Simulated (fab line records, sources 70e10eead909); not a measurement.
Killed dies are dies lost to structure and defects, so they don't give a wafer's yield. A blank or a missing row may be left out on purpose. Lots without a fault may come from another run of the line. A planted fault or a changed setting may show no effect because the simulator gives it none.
Chamber matching | flow nand_harc | NHARC_P_BONDPAD_CMP_32 on cmp-03: 4 sister chambers
The step polishes SiCN, target thk 200 nm. 4 wafers are shown with their chamber, then 7 later ones without.

WAFERS WITH THEIR CHAMBER
wafer  | chamber | motor_current_A (A)
L079.6 | 1       | 9.9
L082.3 | 2       | 13.0
L086.1 | 0       | 12.3
L086.4 | 3       | 11.2

WAFERS WITHOUT THEIR CHAMBER
wafer  | motor_current_A (A)
L086.6 | 13.0
L088.2 | 9.6
L088.3 | 13.0
L088.5 | 12.8
L095.2 | 12.5
L095.5 | 11.9
L095.6 | 12.6

WHICH CHAMBER EACH WENT THROUGH
wafer  | from the rows above     | in truth
L086.6 | 2                       | 2
L088.2 | 1                       | 1
L088.3 | 2                       | 2
L088.5 | can't be placed: 2 or 0 | 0
L095.2 | can't be placed: 0 or 2 | 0
L095.5 | can't be placed: 0 or 3 | 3
L095.6 | can't be placed: 0 or 2 | 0
Placed correctly: 3 of 7. Can't be placed from these rows: 4 (the true chamber is among the candidates in 4). Placed wrongly: 0.
How it was worked out, from the rows above alone: a wafer's distance from a chamber is the root of the sum, over the readings, of the square of ((its reading less the chamber's mean) divided by the reading's scatter). The wafer belongs to the nearest chamber; if the next one is less than 2 further off, it can't be placed. A chamber's mean is the mean of its shown wafers. The scatter: with one shown wafer a chamber, the root of the mean of the squares of how far each hidden wafer lies from its nearest shown one.
